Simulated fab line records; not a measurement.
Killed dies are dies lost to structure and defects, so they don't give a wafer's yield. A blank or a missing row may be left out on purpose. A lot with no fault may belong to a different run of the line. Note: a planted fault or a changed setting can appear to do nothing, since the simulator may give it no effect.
A struck lot beside a sound one / flow nandHarc / 15 steps out of a route of 1159
Sound: wafers L285.2, L285.5, L285.6. Wafers struck: L283.3, L283.5, L283.6. The cause comes at the end.
For every step that has rows: the tool of each side, followed by ch and its chambers, followed by its first start. Under that, the readings that differ: sound wafers / struck wafers / difference of the means / sigmas: that difference in standard deviations of wafers without a fault.
alike: a reading whose means differ by less than 2 such deviations, as well as words and numbers matching on both sides. not compared: withheld readings; readings where some wafer has no value; bounds like >300 that might hide an equal value; numbers whose values overlap and for which the record gives no deviation.
The two part at a step that has a row with sigmas, a row that says differs or no value, or rows on one side only. Numbers that have no deviation but don't overlap get no sigmas and don't part them. A reading that every wafer of one side lacks parts them only if that side has two wafers or more.

first, 1 step without rows for these wafers: NHARC_A_ONON_D1_DEP_03 (target thk 1000 nm).
NHARC_A_ONON_D1_THK_MEAS_05: measures by ellipsometry.
  sound: filmMetro-01 at day 10 14:10; struck: filmMetro-02 at day 10 14:09
  alike: thkNm
then, 1 step without rows for these wafers: NHARC_A_ONON_D1_DEP_06 (target thk 1000 nm).
NHARC_A_ONON_D1_THK_MEAS_08: measures by ellipsometry.
  sound: filmMetro-02 at day 10 14:43; struck: filmMetro-02 at day 10 14:43
  alike: thkNm
then, 1 step without rows for these wafers: NHARC_A_ONON_D1_DEP_09 (target thk 1000 nm).
NHARC_A_ONON_D1_THK_MEAS_11: measures by ellipsometry.
  sound: filmMetro-01 at day 10 15:17; struck: filmMetro-02 at day 10 15:17
  alike: thkNm
then, 1 step without rows for these wafers: NHARC_A_ONON_D1_DEP_12 (target thk 1000 nm).
NHARC_A_ONON_D1_THK_MEAS_14: measures by ellipsometry.
  sound: filmMetro-02 at day 10 15:52; struck: filmMetro-02 at day 10 15:51
  alike: thkNm
then, 2 steps without rows for these wafers: NHARC_A_ONON_D1_ANNEAL_15 (time 3600 s); NHARC_A_ONON_D1_DEP_16 (target thk 1000 nm).
NHARC_A_ONON_D1_THK_MEAS_18: measures by ellipsometry.
  sound: filmMetro-02 at day 10 22:58; struck: filmMetro-01 at day 10 22:57
  alike: thkNm
NHARC_A_ONON_D1_DEP_19: target thk 1000 nm.
  sound on pecvdOnon-02 ch 0, day 10 23:04; struck on pecvdOnon-03 ch 0, day 10 23:07
NHARC_A_ONON_D1_THK_MEAS_21: measures by ellipsometry.
  sound: filmMetro-02 at day 10 23:32; struck: filmMetro-01 at day 10 23:31
reading=thkNm (nm); sound=1000 1000 1001; struck=545 545 544; difference=-456; sigmas=-47
then, 1 step without rows for these wafers: NHARC_A_ONON_D1_DEP_22 (target thk 1000 nm).
-- jump in the record: it breaks off in module A_ONON_D1 and resumes in module END (first step shown: number 1159 of the route), and 11 days separate the struck wafers' starts before and after --
NHARC_END_SORT_01:
  the record has rows for the struck wafers here (prober-01 ch 0, day 21 20:35) and none for the sound ones

== WHERE THEY PART ==
Earliest at NHARC_A_ONON_D1_THK_MEAS_21; latest, in this record, at NHARC_END_SORT_01.

WHY: whatever the simulator had introduced
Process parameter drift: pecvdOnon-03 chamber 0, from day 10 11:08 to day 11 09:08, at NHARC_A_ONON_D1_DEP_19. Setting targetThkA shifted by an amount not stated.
